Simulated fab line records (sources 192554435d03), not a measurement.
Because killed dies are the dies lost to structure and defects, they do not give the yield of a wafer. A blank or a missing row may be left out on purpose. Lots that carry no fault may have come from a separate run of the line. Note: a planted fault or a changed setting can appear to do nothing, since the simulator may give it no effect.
Matching of chambers / flow n5 finfet / N5_BEOL_M3_ETCH_69 on rie diel-03: 4 sister chambers
The step etches SiARC in CF4, target depth 15.6 nm, time 26 s. 33 wafers are shown with their chamber, then 12 later ones without.

## EACH WAFER AND ITS CHAMBER
wafer=L077.1; chamber=1; showerhead plenum p Torr (Torr)=2.14; drypump motor current A (A)=5.3; throttle valve pct (%)=15.48
wafer=L077.2; chamber=0; showerhead plenum p Torr (Torr)=2.17; drypump motor current A (A)=5.0; throttle valve pct (%)=15.16
wafer=L077.4; chamber=2; showerhead plenum p Torr (Torr)=2.04; drypump motor current A (A)=5.6; throttle valve pct (%)=15.85
wafer=L078.1; chamber=3; showerhead plenum p Torr (Torr)=2.22; drypump motor current A (A)=6.3; throttle valve pct (%)=15.71
wafer=L078.4; chamber=1; showerhead plenum p Torr (Torr)=2.14; drypump motor current A (A)=5.3; throttle valve pct (%)=15.47
wafer=L078.6; chamber=2; showerhead plenum p Torr (Torr)=2.04; drypump motor current A (A)=5.5; throttle valve pct (%)=15.85
wafer=L079.1; chamber=3; showerhead plenum p Torr (Torr)=2.22; drypump motor current A (A)=6.2; throttle valve pct (%)=15.70
wafer=L079.2; chamber=0; showerhead plenum p Torr (Torr)=2.17; drypump motor current A (A)=5.0; throttle valve pct (%)=15.16
wafer=L079.3; chamber=1; showerhead plenum p Torr (Torr)=2.14; drypump motor current A (A)=5.3; throttle valve pct (%)=15.47
wafer=L079.4; chamber=2; showerhead plenum p Torr (Torr)=2.04; drypump motor current A (A)=5.5; throttle valve pct (%)=15.87
wafer=L079.5; chamber=3; showerhead plenum p Torr (Torr)=2.22; drypump motor current A (A)=6.3; throttle valve pct (%)=15.69
wafer=L079.6; chamber=0; showerhead plenum p Torr (Torr)=2.17; drypump motor current A (A)=5.0; throttle valve pct (%)=15.17
wafer=L082.3; chamber=2; showerhead plenum p Torr (Torr)=2.04; drypump motor current A (A)=5.5; throttle valve pct (%)=15.89
wafer=L082.4; chamber=0; showerhead plenum p Torr (Torr)=2.17; drypump motor current A (A)=5.0; throttle valve pct (%)=15.19
wafer=L082.5; chamber=0; showerhead plenum p Torr (Torr)=2.17; drypump motor current A (A)=5.0; throttle valve pct (%)=15.18
wafer=L083.2; chamber=1; showerhead plenum p Torr (Torr)=2.14; drypump motor current A (A)=5.3; throttle valve pct (%)=15.49
wafer=L083.5; chamber=2; showerhead plenum p Torr (Torr)=2.04; drypump motor current A (A)=5.5; throttle valve pct (%)=15.88
wafer=L083.6; chamber=1; showerhead plenum p Torr (Torr)=2.14; drypump motor current A (A)=5.3; throttle valve pct (%)=15.48
wafer=L084.1; chamber=0; showerhead plenum p Torr (Torr)=2.17; drypump motor current A (A)=5.0; throttle valve pct (%)=15.19
wafer=L084.2; chamber=1; showerhead plenum p Torr (Torr)=2.14; drypump motor current A (A)=5.3; throttle valve pct (%)=15.50
wafer=L084.3; chamber=3; showerhead plenum p Torr (Torr)=2.22; drypump motor current A (A)=6.2; throttle valve pct (%)=15.72
wafer=L084.4; chamber=2; showerhead plenum p Torr (Torr)=2.04; drypump motor current A (A)=5.5; throttle valve pct (%)=15.88
wafer=L084.5; chamber=3; showerhead plenum p Torr (Torr)=2.22; drypump motor current A (A)=6.2; throttle valve pct (%)=15.71
wafer=L084.6; chamber=0; showerhead plenum p Torr (Torr)=2.17; drypump motor current A (A)=5.0; throttle valve pct (%)=15.19
wafer=L086.1; chamber=1; showerhead plenum p Torr (Torr)=2.13; drypump motor current A (A)=5.3; throttle valve pct (%)=15.50
wafer=L086.2; chamber=3; showerhead plenum p Torr (Torr)=2.22; drypump motor current A (A)=6.3; throttle valve pct (%)=15.73
wafer=L086.3; chamber=0; showerhead plenum p Torr (Torr)=2.16; drypump motor current A (A)=5.0; throttle valve pct (%)=15.18
wafer=L086.4; chamber=2; showerhead plenum p Torr (Torr)=2.04; drypump motor current A (A)=5.5; throttle valve pct (%)=15.87
wafer=L086.5; chamber=3; showerhead plenum p Torr (Torr)=2.22; drypump motor current A (A)=6.3; throttle valve pct (%)=15.72
wafer=L086.6; chamber=2; showerhead plenum p Torr (Torr)=2.04; drypump motor current A (A)=5.5; throttle valve pct (%)=15.88
wafer=L089.1; chamber=1; showerhead plenum p Torr (Torr)=2.13; drypump motor current A (A)=5.3; throttle valve pct (%)=15.51
wafer=L089.4; chamber=2; showerhead plenum p Torr (Torr)=2.04; drypump motor current A (A)=5.5; throttle valve pct (%)=15.89
wafer=L089.5; chamber=2; showerhead plenum p Torr (Torr)=2.04; drypump motor current A (A)=5.5; throttle valve pct (%)=15.89

SIGNATURES (means of the wafers above)
reading=showerhead plenum p Torr; chamber 0=2.1688; chamber 1=2.1375; chamber 2=2.0400; chamber 3=2.2200; scatter within a chamber=0.00286
reading=drypump motor current A; chamber 0=5.000; chamber 1=5.300; chamber 2=5.510; chamber 3=6.257; scatter within a chamber=0.03
reading=throttle valve pct; chamber 0=15.1775; chamber 1=15.4875; chamber 2=15.8750; chamber 3=15.7114; scatter within a chamber=0.0142
Rule: for a wafer and a chamber, the distance is found by dividing, reading by reading, the gap between the wafer's reading and the chamber's mean by the reading's scatter, squaring, summing and taking the root. The wafer belongs to the nearest chamber; if the next one is less than 2 further off, it can't be placed. How the scatter is found: for the shown wafers, subtract from each reading the mean of its chamber, square and add these, divide the total by (wafers less chambers), then take the root.

## WAFERS WITHOUT THEIR CHAMBER
wafer=L091.2; showerhead plenum p Torr (Torr)=2.04; drypump motor current A (A)=5.5; throttle valve pct (%)=15.91
wafer=L091.3; showerhead plenum p Torr (Torr)=2.16; drypump motor current A (A)=5.0; throttle valve pct (%)=15.22
wafer=L091.6; showerhead plenum p Torr (Torr)=2.16; drypump motor current A (A)=5.0; throttle valve pct (%)=15.22
wafer=L094.1; showerhead plenum p Torr (Torr)=2.16; drypump motor current A (A)=5.0; throttle valve pct (%)=15.21
wafer=L094.5; showerhead plenum p Torr (Torr)=2.21; drypump motor current A (A)=6.2; throttle valve pct (%)=15.75
wafer=L094.6; showerhead plenum p Torr (Torr)=2.16; drypump motor current A (A)=5.0; throttle valve pct (%)=15.21
wafer=L096.2; showerhead plenum p Torr (Torr)=2.21; drypump motor current A (A)=6.2; throttle valve pct (%)=15.75
wafer=L096.4; showerhead plenum p Torr (Torr)=2.21; drypump motor current A (A)=6.2; throttle valve pct (%)=15.74
wafer=L096.6; showerhead plenum p Torr (Torr)=2.16; drypump motor current A (A)=5.0; throttle valve pct (%)=15.24
wafer=L097.3; showerhead plenum p Torr (Torr)=2.29; drypump motor current A (A)=5.5; throttle valve pct (%)=15.37
wafer=L097.5; showerhead plenum p Torr (Torr)=2.16; drypump motor current A (A)=5.0; throttle valve pct (%)=15.25
wafer=L097.6; showerhead plenum p Torr (Torr)=2.21; drypump motor current A (A)=6.3; throttle valve pct (%)=15.78

## WHICH CHAMBER EACH ONE RAN IN
wafer=L091.2; from the rows above=2; in truth=2
wafer=L091.3; from the rows above=0; in truth=0
wafer=L091.6; from the rows above=0; in truth=0
wafer=L094.1; from the rows above=0; in truth=0
wafer=L094.5; from the rows above=3; in truth=3
wafer=L094.6; from the rows above=0; in truth=0
wafer=L096.2; from the rows above=3; in truth=3
wafer=L096.4; from the rows above=3; in truth=3
wafer=L096.6; from the rows above=0; in truth=0
wafer=L097.3; from the rows above=3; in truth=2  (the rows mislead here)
wafer=L097.5; from the rows above=0; in truth=0
wafer=L097.6; from the rows above=3; in truth=3
Placed correctly: 11 of 12. Not placeable from these rows: 0. 1 placed wrongly.
